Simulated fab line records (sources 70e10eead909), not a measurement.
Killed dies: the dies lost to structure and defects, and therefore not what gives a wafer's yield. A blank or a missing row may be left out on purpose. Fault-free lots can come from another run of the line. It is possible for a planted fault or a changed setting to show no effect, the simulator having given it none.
Which tool is to blame?    flow nandHarc    Sampling: 11 lots, 33 wafers, 5 of 1302 route steps

## WHAT THE GAUGES SHOWED, per wafer
NHARC_END_SORT_01.
lot   measured      on         killedAtArray
L899  day 26 09:37  prober-01  65 88 64
L915  day 32 09:54  prober-01  41 46 42
L916  day 32 19:26  prober-02  55 68 60

## TOOL THAT RAN EACH LOT (tool first, then ch and the chambers of the sampled wafers, then the start)
lot   NHARC_P_GATE_HM_DEP_102       NHARC_P_GATE_ETCH_104              NHARC_P_GATE_ETCH_32             NHARC_P_GATE_STRIP_108
L893  aclDep-02 ch 0, day 4 05:05   rieDiel-05 ch 0,1,3, day 4 06:29   rieSi-01 ch 0,2,3, day 4 06:51   rieDiel-03 ch 1,2,3, day 4 07:01
L894  aclDep-02 ch 0, day 4 09:14   rieDiel-10 ch 0,2,3, day 4 10:40   rieSi-01 ch 0,1, day 4 11:01     rieDiel-10 ch 0,1,2, day 4 11:13
L895  aclDep-01 ch 0, day 4 18:34   rieDiel-03 ch 0,2, day 4 20:05     rieSi-01 ch 0,2, day 4 20:27     rieDiel-10 ch 0,1, day 4 20:37
L899  aclDep-01 ch 0, day 6 12:29   rieDiel-05 ch 0,2,3, day 6 14:07   rieSi-01 ch 1,2, day 6 14:29     rieDiel-10 ch 1,2, day 6 14:39
L901  aclDep-02 ch 0, day 7 04:53   rieDiel-03 ch 1,2,3, day 7 06:28   rieSi-02 ch 1,2,3, day 7 06:50   rieDiel-05 ch 0,1,2, day 7 07:01
L902  aclDep-03 ch 0, day 8 02:02   rieDiel-05 ch 1,2,3, day 8 03:40   rieSi-02 ch 1,2, day 8 04:04     rieDiel-03 ch 0,1, day 8 04:12
L904  aclDep-03 ch 0, day 8 11:37   rieDiel-05 ch 0,2, day 8 13:14     rieSi-01 ch 1,2,3, day 8 13:38   rieDiel-05 ch 0,1,3, day 8 13:47
L905  aclDep-02 ch 0, day 9 01:06   rieDiel-03 ch 1,2,3, day 9 02:29   rieSi-01 ch 0,1,2, day 9 02:51   rieDiel-03 ch 0,1,2, day 9 03:02
L914  aclDep-02 ch 0, day 12 23:22  rieDiel-10 ch 1,2,3, day 13 00:56  rieSi-01 ch 0,3, day 13 01:21    rieDiel-10 ch 1,3, day 13 01:32
L915  aclDep-03 ch 0, day 13 04:13  rieDiel-03 ch 0,1,3, day 13 05:43  rieSi-01 ch 0,1,3, day 13 06:05  rieDiel-10 ch 1,2,3, day 13 06:15
L916  aclDep-02 ch 0, day 13 11:02  rieDiel-05 ch 0,1,2, day 13 12:42  rieSi-02 ch 0,2,3, day 13 13:08  rieDiel-10 ch 0,1,3, day 13 13:17
- NHARC_P_GATE_HM_DEP_102: deposits aC, target thk 120 nm.
- NHARC_P_GATE_ETCH_104: etches the open film in CF4/CHF3, target depth 60 nm.
- NHARC_P_GATE_ETCH_32: etches the open film in HBr/Cl2, target depth 150 nm, time 100.1 s.
- NHARC_P_GATE_STRIP_108: strips in O2.

## THE ANSWER, worked out from the rows above alone
Rule: what is usual is taken from the lots themselves. The widest of any qualifying gaps counts: lots, ordered by their means at a reading, are off when they make up no more than a third of the lots, leave a main group of 4 or more, and stand apart from it by 3 or more times the standard deviation of that group's means. A main group whose means are all the same, to the digits that the tables above print for the reading, isn't used. A lot without any number at a reading at which 4 lots or more have one is off too. Where the step has rows for the other lots, those lots are counted as sound.
No lot is off at any reading shown: from this, nothing can be told.

## WHAT THE SIMULATOR HAD PUT IN
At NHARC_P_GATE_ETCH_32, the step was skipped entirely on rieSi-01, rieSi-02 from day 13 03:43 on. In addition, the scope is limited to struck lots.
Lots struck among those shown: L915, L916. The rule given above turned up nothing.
